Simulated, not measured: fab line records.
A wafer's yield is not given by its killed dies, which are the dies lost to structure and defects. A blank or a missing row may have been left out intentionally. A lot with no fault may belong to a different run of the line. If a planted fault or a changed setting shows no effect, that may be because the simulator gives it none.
Commonality check across tools	flow n5-finfet	Lots sampled 11, wafers sampled 32

THE REASON FOR OPENING IT
On 2 of the 11 lots, a flag is raised at N5_BEOL_M6_INSPECT_58 on the reading raw-defect-count. Fault-free wafers read 70, with a standard deviation of 22.
Rule: flag the lot when none of its wafers has a number, or when each of its wafers that has one lies beyond 4 standard deviations from that mean. The other lots count as sound.

lot	measured	on	raw-defect-count, wafer by wafer	flag
L434	day 8 17:24	defect-inspect-02	65 68 41	
L437	day 9 11:01	defect-inspect-02	58 68	
L438	day 9 18:46	defect-inspect-01	54 50 57	
L440	day 10 02:35	defect-inspect-01	74 65 71	
L439	day 10 05:22	defect-inspect-02	71 76 68	
L441	day 10 09:29	defect-inspect-01	71 117 117	
L442	day 10 10:55	defect-inspect-01	75 100 103	
L452	day 13 09:00	defect-inspect-02	652 688 653	FLAGGED
L453	day 13 13:51	defect-inspect-02	673 668 700	FLAGGED
L454	day 13 18:16	defect-inspect-01	68 59 72	
L455	day 13 20:55	defect-inspect-01	81 65 78	
The mean of the flagged lots' numbers is 672, +602 from the usual (+27 standard deviations).

WHICH TOOL RAN EACH LOT
Before the reading, the record contains 3 process steps out of a 1938-step route. Each cell gives the tool, then ch followed by the chambers the sampled wafers passed through, then the start.
lot	flag	N5_BEOL_M6_SPUTTER_48	N5_BEOL_M6_PRE_CLEAN_55	N5_BEOL_M6_DEP_56
L434		pvd-sputter-01, day 8 16:25	pecvd-01 ch 0,2, day 8 17:17	pecvd-01 ch 0,2, day 8 17:18
L437		pvd-sputter-01, day 9 10:01	pecvd-01 ch 1, day 9 10:52	pecvd-01 ch 1, day 9 10:54
L438		pvd-sputter-03, day 9 17:47	pecvd-01 ch 0,1, day 9 18:37	pecvd-01 ch 0,1, day 9 18:39
L440		pvd-sputter-01, day 10 01:35	pecvd-01 ch 0,1, day 10 02:26	pecvd-01 ch 0,1, day 10 02:28
L439		pvd-sputter-02, day 10 03:31	pecvd-03 ch 0,1,2, day 10 05:15	pecvd-03 ch 0,1,2, day 10 05:17
L441		pvd-sputter-01, day 10 08:29	pecvd-01 ch 0,1, day 10 09:20	pecvd-01 ch 0,1, day 10 09:22
L442		pvd-sputter-01, day 10 08:45	pecvd-01 ch 0,1, day 10 10:46	pecvd-01 ch 0,1, day 10 10:49
L452	FLAGGED	pvd-sputter-03, day 13 08:02	pecvd-01 ch 0,2, day 13 08:53	pecvd-01 ch 0,2, day 13 08:55
L453	FLAGGED	pvd-sputter-03, day 13 12:50	pecvd-01 ch 0,1, day 13 13:44	pecvd-01 ch 0,1, day 13 13:45
L454		pvd-sputter-03, day 13 17:09	pecvd-02 ch 0,1,2, day 13 18:08	pecvd-02 ch 0,1,2, day 13 18:10
L455		pvd-sputter-03, day 13 19:56	pecvd-02 ch 1,2, day 13 20:48	pecvd-02 ch 1,2, day 13 20:50
What is done by these steps:
- N5_BEOL_M6_SPUTTER_48: material Cu, target thk 10 nm, time 1.667 s.
- N5_BEOL_M6_PRE_CLEAN_55: time 15 s.
- N5_BEOL_M6_DEP_56: deposits SiCN from 3MS/NH3, target thk 10 nm, time 17.5 s.
- N5_BEOL_M6_INSPECT_58: inspects for defects (darkfield).

FLAGGED AGAINST TOTAL, ONE TOOL AT A TIME (gauges that did the reading follow at the end)
step	tool	lots run	flagged	share of the flagged lots	sound lots run after its first flagged lot
N5_BEOL_M6_SPUTTER_48	pvd-sputter-01	5	0	none	-
N5_BEOL_M6_SPUTTER_48	pvd-sputter-02	1	0	none	-
N5_BEOL_M6_SPUTTER_48	pvd-sputter-03	5	2	all	2 (L454,L455)
N5_BEOL_M6_PRE_CLEAN_55	pecvd-01	8	2	all	0
N5_BEOL_M6_PRE_CLEAN_55	pecvd-02	2	0	none	-
N5_BEOL_M6_PRE_CLEAN_55	pecvd-03	1	0	none	-
N5_BEOL_M6_DEP_56	pecvd-01	8	2	all	0
N5_BEOL_M6_DEP_56	pecvd-02	2	0	none	-
N5_BEOL_M6_DEP_56	pecvd-03	1	0	none	-
N5_BEOL_M6_INSPECT_58	defect-inspect-01	6	0	none	-
N5_BEOL_M6_INSPECT_58	defect-inspect-02	5	2	all	0

THE TABLE: WHAT IT ALLOWS
4 rows of the table ran every flagged lot: pvd-sputter-03 at N5_BEOL_M6_SPUTTER_48, pecvd-01 at N5_BEOL_M6_PRE_CLEAN_55, pecvd-01 at N5_BEOL_M6_DEP_56, defect-inspect-02 at N5_BEOL_M6_INSPECT_58.
- pvd-sputter-03 at N5_BEOL_M6_SPUTTER_48: 2 of its 5 lots flagged. Sound lots ran on it after the first flagged one (L454, L455), which a lasting fault on the whole tool wouldn't allow.
- pecvd-01 at N5_BEOL_M6_PRE_CLEAN_55: 2 of its 8 lots flagged. Last sound lot L442 at day 10 10:46, first flagged lot L452 at day 13 08:53; a fault beginning in between fits.
- pecvd-01 at N5_BEOL_M6_DEP_56: 2 of its 8 lots flagged. Last sound lot L442 at day 10 10:49, first flagged lot L452 at day 13 08:55; a fault beginning in between fits.
- defect-inspect-02 at N5_BEOL_M6_INSPECT_58: 2 of its 5 lots flagged. Last sound lot L439 at day 10 05:22, first flagged lot L452 at day 13 09:00; a fault beginning in between fits.
Because each of these 2 tools fits a fault that began at some hour, counting lots does not separate them. More lots, or a look at what each step does to the wafer, might.

WHAT THE SIMULATOR HAD PUT IN
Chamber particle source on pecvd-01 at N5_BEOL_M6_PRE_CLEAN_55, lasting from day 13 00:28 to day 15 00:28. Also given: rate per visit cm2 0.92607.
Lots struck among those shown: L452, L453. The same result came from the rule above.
